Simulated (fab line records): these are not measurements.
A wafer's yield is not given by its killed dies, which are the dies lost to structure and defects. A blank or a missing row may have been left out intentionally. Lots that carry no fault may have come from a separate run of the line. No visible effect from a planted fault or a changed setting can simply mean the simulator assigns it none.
Matching of chambers / flow n5 finfet / N5_BEOL_M5_PRE_CLEAN_77 on cvd co-01: 3 sister chambers
The step time 15 s. 14 wafers are shown with their chamber, then 7 later ones without.

WAFERS WITH THEIR CHAMBER
wafer=L110.2; chamber=2; heater power w (W)=98
wafer=L110.4; chamber=2; heater power w (W)=102
wafer=L110.6; chamber=0; heater power w (W)=102
wafer=L113.1; chamber=0; heater power w (W)=103
wafer=L113.5; chamber=1; heater power w (W)=67
wafer=L113.6; chamber=2; heater power w (W)=102
wafer=L115.1; chamber=0; heater power w (W)=102
wafer=L115.2; chamber=2; heater power w (W)=100
wafer=L115.3; chamber=1; heater power w (W)=68
wafer=L117.2; chamber=0; heater power w (W)=103
wafer=L117.3; chamber=1; heater power w (W)=67
wafer=L117.4; chamber=0; heater power w (W)=100
wafer=L120.3; chamber=0; heater power w (W)=104
wafer=L120.5; chamber=0; heater power w (W)=103

SIGNATURES (means of the wafers above)
reading=heater power w; chamber 0=102.43; chamber 1=67.33; chamber 2=100.50; scatter within a chamber=1.39
Rule: a wafer's distance from a chamber is the root of the sum, over the readings, of the square of ((its reading less the chamber's mean) divided by the reading's scatter). If the next closest chamber is less than 2 further off than the closest, the wafer can't be placed; otherwise it belongs to the closest. The scatter: the root of (the sum of the squares of (reading less its chamber's mean) over the shown wafers, divided by (wafers less chambers)).

WAFERS WITHOUT THEIR CHAMBER
wafer=L120.6; heater power w (W)=70
wafer=L125.2; heater power w (W)=101
wafer=L125.3; heater power w (W)=71
wafer=L125.5; heater power w (W)=104
wafer=L126.4; heater power w (W)=100
wafer=L126.5; heater power w (W)=100
wafer=L126.6; heater power w (W)=66

CHAMBER TAKEN BY EACH
wafer=L120.6; from the rows above=1; in truth=1
wafer=L125.2; from the rows above=can't be placed: 2 or 0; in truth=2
wafer=L125.3; from the rows above=1; in truth=1
wafer=L125.5; from the rows above=can't be placed: 0 or 2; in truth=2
wafer=L126.4; from the rows above=can't be placed: 2 or 0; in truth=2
wafer=L126.5; from the rows above=can't be placed: 2 or 0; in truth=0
wafer=L126.6; from the rows above=1; in truth=1
3 of 7 placed correctly. Can't be placed from these rows: 4 (the true chamber is among the candidates in 4). 0 placed wrongly.
